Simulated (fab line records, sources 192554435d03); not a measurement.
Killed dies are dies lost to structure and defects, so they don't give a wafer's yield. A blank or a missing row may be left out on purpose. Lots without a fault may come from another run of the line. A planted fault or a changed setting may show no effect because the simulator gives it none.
A struck lot beside a sound one | flow n5_finfet | 24 steps out of a route of 1938
Sound: wafers L804.1, L804.3, L804.5. Struck: wafer L811.5. (L811.3 of the same lot was not struck and is left out.) The cause comes at the end.
At each step with rows: each side's tool, then ch and its chambers, then its first start. Under that, the readings that differ: sound wafers | struck wafers | difference of the means | sigmas: that difference in standard deviations of wafers without a fault.
alike: readings whose means differ by less than 2 such deviations, and words and numbers that are the same on both sides. not compared: withheld readings, readings that some wafer has no value for, bounds like >300 that may hide the same value, and numbers for which the record gives no deviation and whose values overlap.
The two part at a step that has a row with sigmas, a row that says differs or no value, or rows on one side only. Numbers that don't overlap but have no deviation are shown without sigmas and don't part them. A reading that every wafer of one side lacks parts them only if that side has two wafers or more.

first, 1 step without rows for these wafers: N5_BEOL_M12_HARDBAKE_32 (time 120 s).
N5_BEOL_M12_CD_MEAS_28: target cd 160.2 nm.
  sound on cd_sem-02 ch 0, day 13 12:07; struck on cd_sem-02 ch 0, day 15 00:16
  alike: cd_nm
N5_BEOL_M12_OVL_MEAS_29:
  sound on overlay-02 ch 0, day 13 12:08; struck on overlay-02 ch 0, day 15 00:18
  reading      | sound    | struck | difference | sigmas
  M12_OVL (nm) | -2 -3 -6 | 7      | +11        | +2
N5_BEOL_M12_INSPECT_30: inspects for defects (macro).
  sound on defect_inspect-01, day 13 12:10; struck on defect_inspect-01, day 15 00:20
  alike: raw_defect_count
then, 1 step without rows for these wafers: N5_BEOL_M12_DESCUM_33 (chemistry O2, time 7.9 s).
N5_BEOL_M12_ETCH_67: etches SiARC in CF4, target depth 143 nm, time 238.3 s.
  sound on rie_diel-06 ch 1,2,3, day 13 12:14; struck on rie_diel-01 ch 2, day 15 00:23
  alike: drypump_motor_current_A, etch_rf_on_time_s, oes_product_au, rf_vpp_V, showerhead_plenum_p_Torr, throttle_valve_pct
  not compared: rf_hours_counter_h
then, 4 steps without rows for these wafers: N5_BEOL_M12_ETCH_68 (etches SOC in N2/H2, time 285 s); N5_BEOL_M12_STRIP_69 (strips in N2/H2); N5_BEOL_M12_TRENCH_ETCH_34 (etches SiOC in C4F8/O2/Ar, target depth 318.95 nm, time 125.5 s); N5_BEOL_M12_STRIP_70 (strips in C4F8/O2/Ar).
N5_BEOL_M12_OCD_MEAS_35:
  sound on ocd-02, day 13 12:43; struck on ocd-01, day 15 00:53
  alike: trench_depth_nm
N5_BEOL_M12_STRIP_37: strips in N2/H2.
  sound on plasma_asher-01 ch 0,1, day 13 12:45; struck on plasma_asher-01 ch 0, day 15 00:56
  alike: drypump_motor_current_A, heater_power_w, oes_product_au
  not compared: rf_hours_counter_h
N5_BEOL_M12_ETCH_38: etches SiCN in CF4/N2, target depth 68.7 nm, time 73.4 s.
  sound on rie_diel-03 ch 0,1,3, day 13 15:14; struck on rie_diel-03 ch 2, day 15 02:38
  reading                                       | sound            | struck | difference | sigmas
  model.etch.depth_nm (nm)                      | 60.29 59.1 58.27 | 81.43  | +22.21     |
  model.SiOC_of_BEOL_M12_ILD_DEP_00.thk_nm (nm) | 599 597 614      | 591.8  | -11.5      |
  alike: drypump_motor_current_A, oes_product_au, rf_vpp_V, showerhead_plenum_p_Torr, throttle_valve_pct
  not compared: rf_hours_counter_h
then, 2 steps without rows for these wafers: N5_BEOL_M12_PRECLEAN_39 (cleans in residue remover, time 60 s); N5_BEOL_M12_SRD_40 (time 30 s, dry time 30 s).
N5_BEOL_M12_DEGAS_41: time 60 s.
  sound on pvd_sputter-02, day 13 15:39; struck on pvd_sputter-01, day 15 03:07
  alike: heater_power_w
N5_BEOL_M12_PRE_CLEAN_42: time 30 s.
  sound on pvd_sputter-02, day 13 15:41; struck on pvd_sputter-01, day 15 03:10
  alike: heater_power_w
then, 1 step without rows for these wafers: N5_BEOL_M12_SPUTTER_43 (material TaN, target thk 15 nm, time 24.19 s).
N5_BEOL_M12_SPUTTER_44: material Ta, target thk 10 nm, time 16.13 s.
  sound on pvd_sputter-02, day 13 15:49; struck on pvd_sputter-01, day 15 03:17
  alike: throttle_valve_pct
then, 3 steps without rows for these wafers: N5_BEOL_M12_SPUTTER_45 (material Cu, target thk 80 nm, time 13.33 s); N5_BEOL_M12_ECD_47 (material Cu, target thk 720 nm); N5_BEOL_M12_ANNEAL_48 (time 90 s).
N5_BEOL_M12_CMP_49: polishes, stops on SiOC, t overpolish 20.6 s, target thk 320 nm.
  sound on cmp-02 ch 2,3, day 13 16:27; struck on cmp-01 ch 1, day 15 04:03
  reading                                       | sound       | struck | difference | sigmas
  model.SiOC_of_BEOL_M12_ILD_DEP_00.thk_nm (nm) | 589 587 604 | 581.8  | -11.5      |
  alike: barrier_field_endpoint_s, motor_current_A, overpolish_run_s
N5_BEOL_M12_THK_MEAS_50: measures by xrf.
  sound on film_metro-02, day 13 16:44; struck on film_metro-01, day 15 04:18
  alike: M12_THK

WHERE THEY PART
Only at N5_BEOL_M12_OVL_MEAS_29, within this record. Later steps at which nothing parts them and some readings are alike: N5_BEOL_M12_INSPECT_30, N5_BEOL_M12_ETCH_67, N5_BEOL_M12_OCD_MEAS_35, N5_BEOL_M12_STRIP_37, N5_BEOL_M12_ETCH_38, N5_BEOL_M12_DEGAS_41, N5_BEOL_M12_PRE_CLEAN_42, N5_BEOL_M12_SPUTTER_44, N5_BEOL_M12_CMP_49, N5_BEOL_M12_THK_MEAS_50.

WHY: what the simulator had put in
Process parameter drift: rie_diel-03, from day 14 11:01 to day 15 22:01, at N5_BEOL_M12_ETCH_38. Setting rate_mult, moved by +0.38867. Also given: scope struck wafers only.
